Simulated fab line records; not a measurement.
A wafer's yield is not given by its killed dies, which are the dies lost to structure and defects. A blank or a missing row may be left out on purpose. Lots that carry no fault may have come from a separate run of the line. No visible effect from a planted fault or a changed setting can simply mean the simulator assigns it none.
Which tool did it? + flow n5_finfet + 24 lots with 72 wafers sampled at 5 steps, on a route of 1938 steps

== WHAT THE GAUGES SHOWED, per wafer ==
N5_BEOL_M1_THK_MEAS_53: measures by xrf.
| lot  | measured     | on            | M1_THK (nm)    |
|------|--------------|---------------|----------------|
| L074 | day 7 02:26  | film_metro-01 | 40.1 37.9 40.5 |
| L075 | day 7 07:16  | film_metro-02 | 38.0 39.8 40.3 |
| L076 | day 7 07:32  | film_metro-02 | 39.8 38.6 37.9 |
| L077 | day 7 09:56  | film_metro-02 | 41.3 44.0 40.8 |
| L078 | day 7 18:30  | film_metro-01 | 38.7 40.3 40.9 |
| L079 | day 7 21:38  | film_metro-02 | 38.6 40.4 41.6 |
| L080 | day 8 09:17  | film_metro-01 | 41.3 38.0 36.3 |
| L081 | day 8 13:19  | film_metro-01 | 39.6 41.3 41.7 |
| L082 | day 8 23:25  | film_metro-01 | 39.8 38.7 42.0 |
| L083 | day 9 02:38  | film_metro-01 | 41.2 41.3 43.0 |
| L084 | day 9 05:05  | film_metro-02 | 36.7 40.6 40.8 |
| L085 | day 9 08:46  | film_metro-01 | 40.4 40.6 42.5 |
| L087 | day 9 16:50  | film_metro-01 | 36.2 39.9 39.6 |
| L086 | day 9 18:32  | film_metro-01 | 38.2 39.9 39.9 |
| L088 | day 9 22:56  | film_metro-01 | 40.1 37.6 40.5 |
| L089 | day 9 21:46  | film_metro-02 | 38.3 39.2 40.5 |
| L090 | day 10 09:55 | film_metro-02 | 39.2 40.5 39.6 |
| L091 | day 10 17:23 | film_metro-02 | 39.9 39.7 41.3 |
| L092 | day 10 20:05 | film_metro-02 | 39.0 39.9 42.8 |
| L093 | day 11 14:52 | film_metro-02 | 38.5 42.2 40.0 |
| L094 | day 11 21:11 | film_metro-02 | 37.7 39.0 38.7 |
| L095 | day 11 23:32 | film_metro-01 | 38.3 40.6 39.4 |
| L096 | day 12 02:20 | film_metro-02 | 40.6 40.6 41.5 |
| L097 | day 12 08:44 | film_metro-01 | 40.2 39.8 42.7 |

N5_BEOL_M1_INSPECT_59: inspects for defects (darkfield).
| lot  | measured     | on                | raw_defect_count |
|------|--------------|-------------------|------------------|
| L074 | day 7 02:43  | defect_inspect-01 | 46 108 65        |
| L075 | day 7 07:37  | defect_inspect-01 | 32 36 47         |
| L076 | day 7 07:49  | defect_inspect-01 | 92 80 111        |
| L077 | day 7 10:13  | defect_inspect-01 | 86 84 144        |
| L078 | day 7 18:58  | defect_inspect-02 | 49 77 75         |
| L079 | day 7 21:59  | defect_inspect-02 | 60 79 50         |
| L080 | day 8 09:50  | defect_inspect-02 | 84 63 53         |
| L081 | day 8 13:40  | defect_inspect-01 | 55 97 70         |
| L082 | day 8 23:46  | defect_inspect-01 | 78 85 101        |
| L083 | day 9 02:56  | defect_inspect-01 | 60 57 72         |
| L084 | day 9 05:23  | defect_inspect-02 | 62 106 60        |
| L085 | day 9 09:05  | defect_inspect-02 | 35 52 46         |
| L087 | day 9 17:08  | defect_inspect-01 | 45 61 59         |
| L086 | day 9 18:55  | defect_inspect-02 | 81 60 62         |
| L088 | day 9 23:15  | defect_inspect-02 | 57 73 71         |
| L089 | day 9 22:04  | defect_inspect-02 | 77 111 61        |
| L090 | day 10 10:14 | defect_inspect-01 | 74 72 103        |
| L091 | day 10 17:43 | defect_inspect-01 | 51 102 40        |
| L092 | day 10 20:23 | defect_inspect-01 | 59 57 42         |
| L093 | day 11 15:10 | defect_inspect-01 | 107 121 82       |
| L094 | day 11 21:28 | defect_inspect-02 | 65 52 91         |
| L095 | day 11 23:52 | defect_inspect-01 | 71 58 51         |
| L096 | day 12 02:37 | defect_inspect-01 | 58 38 71         |
| L097 | day 12 09:01 | defect_inspect-01 | 65 111 92        |

== TOOL THAT RAN EACH LOT (tool first, then ch and the chambers of the sampled wafers, then the start) ==
| lot  | N5_BEOL_M1_SPUTTER_79        | N5_BEOL_M1_ANNEAL_82         | N5_BEOL_M1_ANNEAL_51             |
|------|------------------------------|------------------------------|----------------------------------|
| L074 | pvd_sputter-02, day 7 00:06  | pvd_sputter-02, day 7 00:24  | rtp_anneal-01 ch 0, day 7 01:50  |
| L075 | pvd_sputter-02, day 7 04:56  | pvd_sputter-02, day 7 05:14  | rtp_anneal-01 ch 0, day 7 06:41  |
| L076 | pvd_sputter-01, day 7 05:12  | pvd_sputter-01, day 7 05:30  | rtp_anneal-02 ch 0, day 7 06:59  |
| L077 | pvd_sputter-02, day 7 07:37  | pvd_sputter-02, day 7 07:55  | rtp_anneal-02 ch 0, day 7 09:23  |
| L078 | pvd_sputter-03, day 7 15:59  | pvd_sputter-03, day 7 16:17  | rtp_anneal-02 ch 0, day 7 17:44  |
| L079 | pvd_sputter-02, day 7 19:19  | pvd_sputter-02, day 7 19:37  | rtp_anneal-01 ch 0, day 7 21:03  |
| L080 | pvd_sputter-01, day 8 06:57  | pvd_sputter-01, day 8 07:15  | rtp_anneal-02 ch 0, day 8 08:41  |
| L081 | pvd_sputter-02, day 8 10:59  | pvd_sputter-02, day 8 11:17  | rtp_anneal-02 ch 0, day 8 12:46  |
| L082 | pvd_sputter-02, day 8 21:05  | pvd_sputter-02, day 8 21:23  | rtp_anneal-02 ch 0, day 8 22:49  |
| L083 | pvd_sputter-02, day 9 00:17  | pvd_sputter-02, day 9 00:35  | rtp_anneal-02 ch 0, day 9 02:02  |
| L084 | pvd_sputter-01, day 9 02:45  | pvd_sputter-01, day 9 03:03  | rtp_anneal-02 ch 0, day 9 04:32  |
| L085 | pvd_sputter-03, day 9 06:26  | pvd_sputter-03, day 9 06:44  | rtp_anneal-02 ch 0, day 9 08:13  |
| L087 | pvd_sputter-01, day 9 14:29  | pvd_sputter-01, day 9 14:47  | rtp_anneal-02 ch 0, day 9 16:19  |
| L086 | pvd_sputter-03, day 9 16:13  | pvd_sputter-03, day 9 16:31  | rtp_anneal-01 ch 0, day 9 18:00  |
| L088 | pvd_sputter-01, day 9 18:20  | pvd_sputter-01, day 9 18:38  | rtp_anneal-02 ch 0, day 9 22:20  |
| L089 | pvd_sputter-02, day 9 19:27  | pvd_sputter-02, day 9 19:45  | rtp_anneal-02 ch 0, day 9 21:11  |
| L090 | pvd_sputter-02, day 10 07:26 | pvd_sputter-02, day 10 07:44 | rtp_anneal-02 ch 0, day 10 09:19 |
| L091 | pvd_sputter-02, day 10 14:59 | pvd_sputter-02, day 10 15:17 | rtp_anneal-02 ch 0, day 10 16:47 |
| L092 | pvd_sputter-01, day 10 17:46 | pvd_sputter-01, day 10 18:04 | rtp_anneal-02 ch 0, day 10 19:33 |
| L093 | pvd_sputter-01, day 11 12:33 | pvd_sputter-01, day 11 12:51 | rtp_anneal-02 ch 0, day 11 14:20 |
| L094 | pvd_sputter-02, day 11 18:51 | pvd_sputter-02, day 11 19:09 | rtp_anneal-01 ch 0, day 11 20:40 |
| L095 | pvd_sputter-02, day 11 21:08 | pvd_sputter-02, day 11 21:26 | rtp_anneal-01 ch 0, day 11 22:56 |
| L096 | pvd_sputter-03, day 12 00:01 | pvd_sputter-03, day 12 00:19 | rtp_anneal-01 ch 0, day 12 01:45 |
| L097 | pvd_sputter-03, day 12 06:24 | pvd_sputter-03, day 12 06:42 | rtp_anneal-02 ch 0, day 12 08:08 |
- N5_BEOL_M1_SPUTTER_79: material Cu, target thk 4.5 nm, time 8.29 s.
- N5_BEOL_M1_ANNEAL_82: time 240 s.
- N5_BEOL_M1_ANNEAL_51: time 90 s.

== WHAT THE TOOLS THEMSELVES READ (means of the sampled wafers that have a number; where no wafer has one, the mark that the record gives instead) ==
N5_BEOL_M1_SPUTTER_79.
| lot  | tool           | throttle_valve_pct (%) |
|------|----------------|------------------------|
| L074 | pvd_sputter-02 | 30.7                   |
| L075 | pvd_sputter-02 | 29.8                   |
| L076 | pvd_sputter-01 | 31.4                   |
| L077 | pvd_sputter-02 | 29.8                   |
| L078 | pvd_sputter-03 | 29.4                   |
| L079 | pvd_sputter-02 | 29.9                   |
| L080 | pvd_sputter-01 | 31.4                   |
| L081 | pvd_sputter-02 | 30.2                   |
| L082 | pvd_sputter-02 | 29.3                   |
| L083 | pvd_sputter-02 | 30.6                   |
| L084 | pvd_sputter-01 | 31.8                   |
| L085 | pvd_sputter-03 | 29.7                   |
| L087 | pvd_sputter-01 | 31.3                   |
| L086 | pvd_sputter-03 | 29.8                   |
| L088 | pvd_sputter-01 | 30.7                   |
| L089 | pvd_sputter-02 | 29.8                   |
| L090 | pvd_sputter-02 | 29.7                   |
| L091 | pvd_sputter-02 | 29.6                   |
| L092 | pvd_sputter-01 | 32.6                   |
| L093 | pvd_sputter-01 | 31.1                   |
| L094 | pvd_sputter-02 | 30.7                   |
| L095 | pvd_sputter-02 | 30.3                   |
| L096 | pvd_sputter-03 | 29.0                   |
| L097 | pvd_sputter-03 | 29.0                   |

N5_BEOL_M1_ANNEAL_82.
| lot  | tool           | heater_power_w (W) |
|------|----------------|--------------------|
| L074 | pvd_sputter-02 | 722                |
| L075 | pvd_sputter-02 | 738                |
| L076 | pvd_sputter-01 | 829                |
| L077 | pvd_sputter-02 | 763                |
| L078 | pvd_sputter-03 | 790                |
| L079 | pvd_sputter-02 | 732                |
| L080 | pvd_sputter-01 | 845                |
| L081 | pvd_sputter-02 | 782                |
| L082 | pvd_sputter-02 | 829                |
| L083 | pvd_sputter-02 | 727                |
| L084 | pvd_sputter-01 | 738                |
| L085 | pvd_sputter-03 | 774                |
| L087 | pvd_sputter-01 | 838                |
| L086 | pvd_sputter-03 | 786                |
| L088 | pvd_sputter-01 | 766                |
| L089 | pvd_sputter-02 | 729                |
| L090 | pvd_sputter-02 | 772                |
| L091 | pvd_sputter-02 | 773                |
| L092 | pvd_sputter-01 | 816                |
| L093 | pvd_sputter-01 | 861                |
| L094 | pvd_sputter-02 | 692                |
| L095 | pvd_sputter-02 | 758                |
| L096 | pvd_sputter-03 | 807                |
| L097 | pvd_sputter-03 | 806                |

N5_BEOL_M1_ANNEAL_51.
| lot  | tool          | wafer_temp_C_max |
|------|---------------|------------------|
| L074 | rtp_anneal-01 | 225.64           |
| L075 | rtp_anneal-01 | 225.50           |
| L076 | rtp_anneal-02 | 226.11           |
| L077 | rtp_anneal-02 | 226.02           |
| L078 | rtp_anneal-02 | 226.05           |
| L079 | rtp_anneal-01 | 225.41           |
| L080 | rtp_anneal-02 | 225.96           |
| L081 | rtp_anneal-02 | 226.26           |
| L082 | rtp_anneal-02 | 225.98           |
| L083 | rtp_anneal-02 | 226.16           |
| L084 | rtp_anneal-02 | 226.07           |
| L085 | rtp_anneal-02 | 226.14           |
| L087 | rtp_anneal-02 | 225.96           |
| L086 | rtp_anneal-01 | 225.60           |
| L088 | rtp_anneal-02 | 226.09           |
| L089 | rtp_anneal-02 | 225.98           |
| L090 | rtp_anneal-02 | 226.08           |
| L091 | rtp_anneal-02 | 226.23           |
| L092 | rtp_anneal-02 | 226.04           |
| L093 | rtp_anneal-02 | 226.10           |
| L094 | rtp_anneal-01 | 225.82           |
| L095 | rtp_anneal-01 | 225.69           |
| L096 | rtp_anneal-01 | 225.63           |
| L097 | rtp_anneal-02 | 225.98           |

== THE ANSWER, worked out from the rows above alone ==
Rule: usual is defined by the lots themselves. Put in order of their means at a reading, lots are off if they are a third of the lots or fewer, leave a main group of 4 or more, and stand apart from it by a gap of 3 or more times the standard deviation of the main group's means; of several such gaps the widest counts. A main group whose means are all the same, to the digits that the tables above print for the reading, isn't used. A lot without any number at a reading at which 4 lots or more have one is off too. All remaining lots with rows at the step are treated as sound. The gauges are gone through in route order, then the tools' own readings, and for those a lot's mean is taken as printed above. The first step at which some lot is off is used, and at that step the reading that is off furthest; a lot without a number counts as furthest.
None of the lots is off at any reading shown; this tells nothing.

== WHAT WAS PUT IN BY THE SIMULATOR ==
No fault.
